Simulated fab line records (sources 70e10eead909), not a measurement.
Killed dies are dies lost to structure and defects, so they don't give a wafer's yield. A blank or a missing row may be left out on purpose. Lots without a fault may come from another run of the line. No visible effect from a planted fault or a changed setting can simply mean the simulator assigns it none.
A struck lot beside a sound one / flow nand_harc / 30 out of 1302 route steps
Sound: these wafers, L892.1, L892.2, L892.6. Wafers L884.1, L884.3, L884.4 were the ones struck. The cause is named last.
At each step with rows: each side's tool, then ch and its chambers, then its first start. Under that, the readings that differ: sound wafers / struck wafers / difference of the means / sigmas: that difference in standard deviations of wafers without a fault.
alike: same words and numbers on both sides, and readings whose means sit less than 2 such deviations apart. not compared: any withheld reading, any reading some wafer has no value for, any bound like >300 that may hide the same value, and any number with overlapping values for which the record gives no deviation.
Wherever a step has rows on one side only, a row that says differs or no value, or a row with sigmas, the two part there. Numbers that don't overlap but have no deviation are shown without sigmas and don't part them. A reading that every wafer of one side lacks parts them only if that side has two wafers or more.

first, 2 steps without rows for these wafers: NHARC_A_CHANNEL_HOLE_D1_PEB_08 (peb time 65 s); NHARC_A_CHANNEL_HOLE_D1_DEVELOP_09 (develop time 35 s).
NHARC_A_CHANNEL_HOLE_D1_CD_MEAS_10: the cd target is 100 nm.
  sound on cd_sem-03 ch 0, day 17 04:40; struck on cd_sem-02 ch 0, day 13 13:44
  alike: cd_nm
NHARC_A_CHANNEL_HOLE_D1_OVL_MEAS_11:
  sound: overlay-02 at day 17 04:46; struck: overlay-01 at day 13 13:49
  alike: overlay_x_nm, overlay_y_nm
NHARC_A_CHANNEL_HOLE_D1_INSPECT_12:
  sound: defect_inspect-01 at day 17 04:48; struck: defect_inspect-01 at day 13 13:52
  alike: raw_defect_count
NHARC_A_CHANNEL_HOLE_D1_DESCUM_15: chemistry O2, time 3 s.
  sound on rie_diel-09 ch 0,1,2, day 17 04:53; struck on rie_diel-08 ch 0,2,3, day 13 13:55
  alike: drypump_motor_current_A, oes_product_au, rf_vpp_V, showerhead_plenum_p_Torr, throttle_valve_pct
  not compared: rf_hours_counter_h
then, 4 steps without rows for these wafers: NHARC_A_CHANNEL_HOLE_D1_ETCH_38 (etches the open film in CF4, target depth 39 nm, time 65 s); NHARC_A_CHANNEL_HOLE_D1_ETCH_39 (etches the open film in N2/H2, target depth 260 nm, time 325 s); NHARC_A_CHANNEL_HOLE_D1_ETCH_34 (etches the open film in CF4/CHF3, target depth 154 nm, time 77 s); NHARC_A_CHANNEL_HOLE_D1_ETCH_16 (etches the open film in O2/COS, target depth 3100 nm, time 806 s).
NHARC_A_CHANNEL_HOLE_D1_CD_MEAS_18:
  sound: cd_sem-02 at day 17 05:57; struck: cd_sem-01 at day 13 15:02
  alike: cd_nm
then, 1 step without rows for these wafers: NHARC_A_CHANNEL_HOLE_D1_ETCH_19 (etches the open film in C4F8/O2/Ar, time 34.5 s).
NHARC_A_CHANNEL_HOLE_D1_ETCH_20: etches the open film in C4F8/O2/Ar, time 361.9 s, target depth 1600 nm.
  sound on har_etch-01 ch 0,1, day 17 08:20; struck on har_etch-02 ch 0,1, day 13 15:17
  no value came back on the struck wafers for any of 6 readings (c4f8_flow_sccm (sccm), chamber_pressure_mTorr (mTorr) and others); on the sound wafers c4f8_flow_sccm (sccm) reads 89.41 89.21 89.40
  not compared: rf_hours_counter_h
then, 1 step without rows for these wafers: NHARC_A_CHANNEL_HOLE_D1_ETCH_21 (etches the open film in C4F8/O2/Ar, time 514.3 s, target depth 1600 nm).
NHARC_A_CHANNEL_HOLE_D1_ETCH_22: etches the open film in C4F8/O2/Ar, time 666.7 s, target depth 1600 nm.
  sound on har_etch-01 ch 0,1, day 17 09:05; struck on har_etch-02 ch 0,1, day 13 16:04
  alike: c4f8_flow_sccm, chamber_pressure_mTorr, drypump_motor_current_A, he_backside_leak_sccm, showerhead_plenum_p_Torr, throttle_valve_pct
  not compared: rf_hours_counter_h
NHARC_A_CHANNEL_HOLE_D1_ETCH_23: etches the open film in C4F8/O2/Ar, time 819 s, target depth 1600 nm.
  sound on har_etch-01 ch 0,1, day 17 09:39; struck on har_etch-02 ch 0,1, day 13 16:40
  alike: c4f8_flow_sccm, chamber_pressure_mTorr, drypump_motor_current_A, he_backside_leak_sccm, showerhead_plenum_p_Torr, throttle_valve_pct
  not compared: rf_hours_counter_h
then, 1 step without rows for these wafers: NHARC_A_CHANNEL_HOLE_D1_ETCH_24 (etches the open film in C4F8/O2/Ar, time 906.2 s, target depth 1500 nm).
NHARC_A_CHANNEL_HOLE_D1_ETCH_25: etches the open film in C4F8/O2/Ar, time 1040.2 s, target depth 1500 nm.
  sound on har_etch-01 ch 0,1, day 17 11:07; struck on har_etch-02 ch 0,1, day 13 18:08
  alike: c4f8_flow_sccm, chamber_pressure_mTorr, drypump_motor_current_A, he_backside_leak_sccm, showerhead_plenum_p_Torr, throttle_valve_pct
  not compared: rf_hours_counter_h
NHARC_A_CHANNEL_HOLE_D1_ETCH_26: etches the open film in C4F8/O2/Ar, time 224.1 s, target depth 300 nm.
  sound on har_etch-01 ch 0,1, day 17 12:01; struck on har_etch-02 ch 0,1, day 13 18:55
  alike: bias_v, c4f8_flow_sccm, drypump_motor_current_A, he_backside_leak_sccm, showerhead_plenum_p_Torr, throttle_valve_pct
  not compared: rf_hours_counter_h
then, 4 steps without rows for these wafers: NHARC_A_CHANNEL_HOLE_D1_ETCH_33 (etches the open film in C4F8/O2/Ar, time 90 s, target depth 400 nm); NHARC_A_CHANNEL_HOLE_D1_STRIP_41 (strips in N2/H2); NHARC_A_CHANNEL_HOLE_D1_STRIP_42 (strips in CF4/CHF3); NHARC_A_CHANNEL_HOLE_D1_STRIP_43 (strips in O2/COS).
NHARC_A_CHANNEL_HOLE_D1_ETCH_44: etches the open film in CF4/O2, target depth 140 nm, overetch 14 nm, time 77 s.
  sound on rie_diel-08 ch 0,2, day 17 12:58; struck on rie_diel-03 ch 1,2,3, day 13 19:50
reading=model.A_CHANNEL_HOLE_D1.cd_nm (nm); sound=90.17 90.27 89.63; struck=99.08 96.16 99.99; difference=+8.39; sigmas=
  alike: bias_w, cf4_flow_sccm, drypump_motor_current_A, oes_ar_750_au, oes_product_au, rf_vpp_V, showerhead_plenum_p_Torr, throttle_valve_pct
  not compared: rf_hours_counter_h
then, 3 steps without rows for these wafers: NHARC_A_CHANNEL_HOLE_D1_STRIP_27 (strips in O2); NHARC_A_CHANNEL_HOLE_D1_PRECLEAN_28 (cleans in SC1); NHARC_A_CHANNEL_HOLE_D1_SRD_29.
NHARC_A_CHANNEL_HOLE_D1_CD_MEAS_30:
  sound: cd_sem-03 at day 17 13:45; struck: cd_sem-02 at day 13 20:40
reading=cd_nm (nm); sound=90.2 89.3 90.3; struck=1.8 1.6 0.1; difference=-88.8; sigmas=-68
NHARC_A_CHANNEL_HOLE_D1_XSEM_31:
  sound on xsem-02 ch 0, day 17 13:50; struck on xsem-02 ch 0, day 13 20:45
reading=bot_cd_nm (nm); sound=74.3 73.9 74.6; struck=2.5 2.7 1.4; difference=-72.1; sigmas=-48
reading=bow_nm (nm); sound=8.30 8.29 8.32; struck=0.96 0.96 0.97; difference=-7.34; sigmas=-25
  alike: tilt_deg
NHARC_A_CHANNEL_HOLE_D1_INSPECT_40:
  sound: defect_inspect-02 at day 17 13:56; struck: defect_inspect-02 at day 13 20:51
  alike: raw_defect_count

## WHERE THEY PART
Earliest at NHARC_A_CHANNEL_HOLE_D1_ETCH_20; latest, in this record, at NHARC_A_CHANNEL_HOLE_D1_XSEM_31. Later steps at which nothing parts them and some readings are alike: NHARC_A_CHANNEL_HOLE_D1_INSPECT_40.

WHY: whatever the simulator had introduced
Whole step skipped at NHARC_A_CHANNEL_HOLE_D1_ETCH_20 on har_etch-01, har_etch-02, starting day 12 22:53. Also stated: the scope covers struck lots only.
